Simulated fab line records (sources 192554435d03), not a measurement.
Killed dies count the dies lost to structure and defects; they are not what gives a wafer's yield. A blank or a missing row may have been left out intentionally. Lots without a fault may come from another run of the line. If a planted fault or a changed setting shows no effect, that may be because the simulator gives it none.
The tool behind it: which one?    flow n5_finfet    36 wafers from 12 lots sampled at 3 of the route's 1938 steps

WHAT THE GAUGES SHOWED, per wafer
N5_BEOL_M7_RS_MEAS_57: measurement is done with a four-point probe.
lot   measured      on             M7_RS (ohm/sq)
L074  day 9 08:05   film_metro-02  0.287 0.301 0.282
L077  day 9 23:56   film_metro-01  0.296 0.303 0.290
L079  day 10 14:02  film_metro-02  0.300 0.291 0.288
L082  day 11 01:31  film_metro-02  0.285 0.299 0.287
L080  day 11 09:02  film_metro-01  0.290 0.296 0.301
L085  day 12 03:04  film_metro-02  0.287 0.281 0.293
L087  day 13 01:23  film_metro-02  0.271 0.278 0.276
L090  day 13 07:23  film_metro-01  0.287 0.283 0.274
L089  day 13 19:03  film_metro-01  0.286 0.286 0.283
L094  day 14 02:00  film_metro-01  0.291 0.290 0.291
L095  day 14 12:25  film_metro-01  0.292 0.299 0.286
L097  day 15 08:50  film_metro-02  0.268 0.275 0.280

TOOL THAT RAN EACH LOT (tool first, then ch and the chambers of the sampled wafers, then the start)
lot   N5_BEOL_M7_DEGAS_44           N5_BEOL_M7_ANNEAL_51
L074  pvd_sputter-02, day 9 02:19   rtp_anneal-02 ch 0, day 9 07:23
L077  pvd_sputter-01, day 9 18:46   rtp_anneal-02 ch 0, day 9 23:11
L079  pvd_sputter-01, day 10 12:22  rtp_anneal-02 ch 0, day 10 13:17
L082  pvd_sputter-02, day 10 23:36  rtp_anneal-02 ch 0, day 11 00:55
L080  pvd_sputter-01, day 11 07:00  rtp_anneal-01 ch 0, day 11 08:19
L085  pvd_sputter-03, day 12 00:33  rtp_anneal-02 ch 0, day 12 02:20
L087  pvd_sputter-03, day 12 23:34  rtp_anneal-01 ch 0, day 13 00:40
L090  pvd_sputter-03, day 13 05:34  rtp_anneal-01 ch 0, day 13 06:44
L089  pvd_sputter-02, day 13 16:51  rtp_anneal-02 ch 0, day 13 18:23
L094  pvd_sputter-03, day 14 00:25  rtp_anneal-02 ch 0, day 14 01:17
L095  pvd_sputter-03, day 14 09:53  rtp_anneal-01 ch 0, day 14 11:33
L097  pvd_sputter-02, day 15 04:34  rtp_anneal-02 ch 0, day 15 07:37
- N5_BEOL_M7_DEGAS_44: time 60 s.
- N5_BEOL_M7_ANNEAL_51: time 90 s.

THE ANSWER, worked out from the rows above alone
Rule: what is usual is taken from the lots themselves. The widest of any qualifying gaps counts: lots, ordered by their means at a reading, are off when they make up no more than a third of the lots, leave a main group of 4 or more, and stand apart from it by 3 or more times the standard deviation of that group's means. Not used: any main group whose means are identical at the precision the tables above print for the reading. A lot without any number at a reading at which 4 lots or more have one is off too. All remaining lots with rows at the step are treated as sound.
Nothing can be told from this: no lot is off at any reading shown.

WHAT THE SIMULATOR HAD INSERTED
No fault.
